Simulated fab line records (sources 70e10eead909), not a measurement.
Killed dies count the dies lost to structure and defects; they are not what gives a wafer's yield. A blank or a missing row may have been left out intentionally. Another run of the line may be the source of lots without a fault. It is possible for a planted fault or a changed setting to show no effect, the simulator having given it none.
Which tool did it? :: flow nand-harc :: Sampling: 24 lots, 72 wafers, 3 of 1302 route steps

== WHAT EACH GAUGE READ, for each wafer ==
NHARC_A_CONTACT_CD_MEAS_69: target cd 300 nm.
lot: L074
measured: day 22 11:55
on: cd-sem-01
cd-nm (nm): 299.8 299.3 298.8

lot: L076
measured: day 22 13:04
on: cd-sem-03
cd-nm (nm): 299.3 299.2 300.2

lot: L075
measured: day 22 19:26
on: cd-sem-01
cd-nm (nm): 299.7 299.5 299.0

lot: L078
measured: day 24 07:42
on: cd-sem-03
cd-nm (nm): 299.5 300.1 299.0

lot: L079
measured: day 24 16:01
on: cd-sem-03
cd-nm (nm): 299.8 300.0 299.5

lot: L077
measured: day 24 17:49
on: cd-sem-03
cd-nm (nm): 300.1 299.3 299.9

lot: L080
measured: day 24 18:55
on: cd-sem-02
cd-nm (nm): 299.2 298.8 299.6

lot: L081
measured: day 25 03:05
on: cd-sem-02
cd-nm (nm): 300.0 299.5 300.1

lot: L082
measured: day 25 12:44
on: cd-sem-02
cd-nm (nm): 300.2 300.4 301.0

lot: L084
measured: day 26 03:08
on: cd-sem-03
cd-nm (nm): 299.9 300.0 299.7

lot: L083
measured: day 26 06:33
on: cd-sem-03
cd-nm (nm): 299.8 300.0 300.1

lot: L085
measured: day 26 13:39
on: cd-sem-02
cd-nm (nm): 299.1 300.9 300.2

lot: L086
measured: day 26 14:48
on: cd-sem-02
cd-nm (nm): 301.1 301.1 300.6

lot: L087
measured: day 27 09:28
on: cd-sem-02
cd-nm (nm): 299.2 299.3 300.3

lot: L090
measured: day 27 21:19
on: cd-sem-02
cd-nm (nm): 299.9 299.8 298.9

lot: L088
measured: day 28 02:23
on: cd-sem-02
cd-nm (nm): 298.5 299.7 298.9

lot: L089
measured: day 28 09:43
on: cd-sem-03
cd-nm (nm): 300.0 300.6 299.8

lot: L092
measured: day 29 18:34
on: cd-sem-02
cd-nm (nm): 300.5 299.1 299.6

lot: L091
measured: day 30 00:53
on: cd-sem-01
cd-nm (nm): 298.8 299.9 299.4

lot: L093
measured: day 30 04:22
on: cd-sem-02
cd-nm (nm): 299.2 298.8 298.8

lot: L094
measured: day 30 13:17
on: cd-sem-03
cd-nm (nm): 300.3 300.4 300.2

lot: L095
measured: day 30 13:34
on: cd-sem-01
cd-nm (nm): 299.9 299.9 300.4

lot: L097
measured: day 31 01:41
on: cd-sem-01
cd-nm (nm): 300.3 299.7 300.1

lot: L096
measured: day 31 03:36
on: cd-sem-02
cd-nm (nm): 301.3 299.8 299.8

== WHICH TOOL RAN EACH LOT (tool, then ch and the chambers of the sampled wafers, then the start) ==
lot: L074
NHARC_A_CONTACT_ETCH_112: har-cap-etch-03 ch 0,1, day 22 01:19
NHARC_A_CONTACT_ETCH_118: har-cap-etch-03 ch 0,1, day 22 02:41

lot: L076
NHARC_A_CONTACT_ETCH_112: har-cap-etch-02 ch 0,1, day 22 02:22
NHARC_A_CONTACT_ETCH_118: har-cap-etch-02 ch 0,1, day 22 03:23

lot: L075
NHARC_A_CONTACT_ETCH_112: har-cap-etch-01 ch 1, day 22 11:26
NHARC_A_CONTACT_ETCH_118: har-cap-etch-01 ch 1, day 22 12:28

lot: L078
NHARC_A_CONTACT_ETCH_112: har-cap-etch-01 ch 0, day 23 20:05
NHARC_A_CONTACT_ETCH_118: har-cap-etch-01 ch 0, day 23 21:07

lot: L079
NHARC_A_CONTACT_ETCH_112: har-cap-etch-02 ch 0, day 24 00:14
NHARC_A_CONTACT_ETCH_118: har-cap-etch-02 ch 0, day 24 01:16

lot: L077
NHARC_A_CONTACT_ETCH_112: har-cap-etch-03 ch 0,1, day 24 00:22
NHARC_A_CONTACT_ETCH_118: har-cap-etch-03 ch 0,1, day 24 01:23

lot: L080
NHARC_A_CONTACT_ETCH_112: har-cap-etch-01 ch 0,1, day 24 00:34
NHARC_A_CONTACT_ETCH_118: har-cap-etch-01 ch 0,1, day 24 01:35

lot: L081
NHARC_A_CONTACT_ETCH_112: har-cap-etch-03 ch 0,1, day 24 18:05
NHARC_A_CONTACT_ETCH_118: har-cap-etch-03 ch 0,1, day 24 19:19

lot: L082
NHARC_A_CONTACT_ETCH_112: har-cap-etch-01 ch 0,1, day 25 04:46
NHARC_A_CONTACT_ETCH_118: har-cap-etch-01 ch 0,1, day 25 05:47

lot: L084
NHARC_A_CONTACT_ETCH_112: har-cap-etch-01 ch 0,1, day 25 17:07
NHARC_A_CONTACT_ETCH_118: har-cap-etch-01 ch 0,1, day 25 18:08

lot: L083
NHARC_A_CONTACT_ETCH_112: har-cap-etch-03 ch 0,1, day 25 20:31
NHARC_A_CONTACT_ETCH_118: har-cap-etch-03 ch 0,1, day 25 21:53

lot: L085
NHARC_A_CONTACT_ETCH_112: har-cap-etch-01 ch 0,1, day 26 05:01
NHARC_A_CONTACT_ETCH_118: har-cap-etch-01 ch 0,1, day 26 06:04

lot: L086
NHARC_A_CONTACT_ETCH_112: har-cap-etch-03 ch 0,1, day 26 05:11
NHARC_A_CONTACT_ETCH_118: har-cap-etch-03 ch 0,1, day 26 06:32

lot: L087
NHARC_A_CONTACT_ETCH_112: har-cap-etch-03 ch 0,1, day 26 23:07
NHARC_A_CONTACT_ETCH_118: har-cap-etch-03 ch 0,1, day 27 00:29

lot: L090
NHARC_A_CONTACT_ETCH_112: har-cap-etch-02 ch 0,1, day 27 10:20
NHARC_A_CONTACT_ETCH_118: har-cap-etch-02 ch 0,1, day 27 11:22

lot: L088
NHARC_A_CONTACT_ETCH_112: har-cap-etch-01 ch 0,1, day 27 17:02
NHARC_A_CONTACT_ETCH_118: har-cap-etch-01 ch 0,1, day 27 18:23

lot: L089
NHARC_A_CONTACT_ETCH_112: har-cap-etch-01 ch 0,1, day 28 01:50
NHARC_A_CONTACT_ETCH_118: har-cap-etch-01 ch 0,1, day 28 02:52

lot: L092
NHARC_A_CONTACT_ETCH_112: har-cap-etch-01 ch 0,1, day 29 09:46
NHARC_A_CONTACT_ETCH_118: har-cap-etch-01 ch 0,1, day 29 10:47

lot: L091
NHARC_A_CONTACT_ETCH_112: har-cap-etch-02 ch 0,1, day 29 16:01
NHARC_A_CONTACT_ETCH_118: har-cap-etch-02 ch 0,1, day 29 17:23

lot: L093
NHARC_A_CONTACT_ETCH_112: har-cap-etch-03 ch 0,1, day 29 17:55
NHARC_A_CONTACT_ETCH_118: har-cap-etch-03 ch 0,1, day 29 18:56

lot: L094
NHARC_A_CONTACT_ETCH_112: har-cap-etch-03 ch 0,1, day 30 03:22
NHARC_A_CONTACT_ETCH_118: har-cap-etch-03 ch 0,1, day 30 04:23

lot: L095
NHARC_A_CONTACT_ETCH_112: har-cap-etch-01 ch 0,1, day 30 03:59
NHARC_A_CONTACT_ETCH_118: har-cap-etch-01 ch 0,1, day 30 05:01

lot: L097
NHARC_A_CONTACT_ETCH_112: har-cap-etch-01 ch 0,1, day 30 17:17
NHARC_A_CONTACT_ETCH_118: har-cap-etch-01 ch 0,1, day 30 18:19

lot: L096
NHARC_A_CONTACT_ETCH_112: har-cap-etch-03 ch 0,1, day 30 19:43
NHARC_A_CONTACT_ETCH_118: har-cap-etch-03 ch 0,1, day 30 20:44
- NHARC_A_CONTACT_ETCH_112: etches the open film in C4F8/O2/Ar, time 190 s, target depth 1850 nm.
- NHARC_A_CONTACT_ETCH_118: etches the open film in C4F8/O2/Ar, time 190 s, target depth 1850 nm.

== WHAT THE TOOLS THEMSELVES READ (means of the sampled wafers that have a number; where no wafer has one, the mark that the record gives instead) ==
The record holds no such reading with a usual standard deviation.

== THE ANSWER, worked out from the rows above alone ==
Rule: what is usual is taken from the lots themselves. The widest of any qualifying gaps counts: lots, ordered by their means at a reading, are off when they make up no more than a third of the lots, leave a main group of 4 or more, and stand apart from it by 3 or more times the standard deviation of that group's means. A main group whose means are all the same, to the digits that the tables above print for the reading, isn't used. Also off: a lot with no number at a reading for which 4 or more lots have one. The other lots that the step has rows for count as sound. Order of review: gauges by route order, followed by the tools' own readings, for which a lot's mean as printed above is used. At the first step where some lot is off, the reading lying furthest off is the one used; lots without a number count as furthest.
Nothing can be told from this: no lot is off at any reading shown.

== WHAT THE SIMULATOR PUT IN ==
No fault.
